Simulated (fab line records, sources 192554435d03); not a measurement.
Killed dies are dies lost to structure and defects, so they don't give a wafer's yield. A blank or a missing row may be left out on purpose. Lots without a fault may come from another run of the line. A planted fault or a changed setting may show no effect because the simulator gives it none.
Chamber matching | flow n5_finfet | N5_BEOL_M15_DESCUM_15 on rie_diel-04: 4 sister chambers
The step chemistry O2, time 7.9 s. 4 wafers are shown with their chamber, then 7 later ones without.

WAFERS WITH THEIR CHAMBER
wafer  | chamber | oes_product_au (a.u.)
L075.5 | 3       | 0.88
L079.4 | 0       | 0.69
L080.1 | 1       | 0.78
L080.3 | 2       | 0.68

WAFERS WITHOUT THEIR CHAMBER
wafer  | oes_product_au (a.u.)
L080.4 | 0.78
L081.3 | 0.87
L081.5 | 0.86
L081.6 | 0.69
L084.2 | 0.76
L084.5 | 0.68
L084.6 | 0.77

WHICH CHAMBER EACH WENT THROUGH
wafer  | from the rows above     | in truth
L080.4 | 1                       | 1
L081.3 | 3                       | 3
L081.5 | 3                       | 3
L081.6 | can't be placed: 0 or 2 | 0
L084.2 | 1                       | 1
L084.5 | can't be placed: 2 or 0 | 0
L084.6 | 1                       | 1
Placed correctly: 5 of 7. Can't be placed from these rows: 2 (the true chamber is among the candidates in 2). Placed wrongly: 0.
How it was worked out, from the rows above alone: a wafer's distance from a chamber is the root of the sum, over the readings, of the square of ((its reading less the chamber's mean) divided by the reading's scatter). The wafer belongs to the nearest chamber; if the next one is less than 2 further off, it can't be placed. A chamber's mean is the mean of its shown wafers. The scatter: with one shown wafer a chamber, the root of the mean of the squares of how far each hidden wafer lies from its nearest shown one.
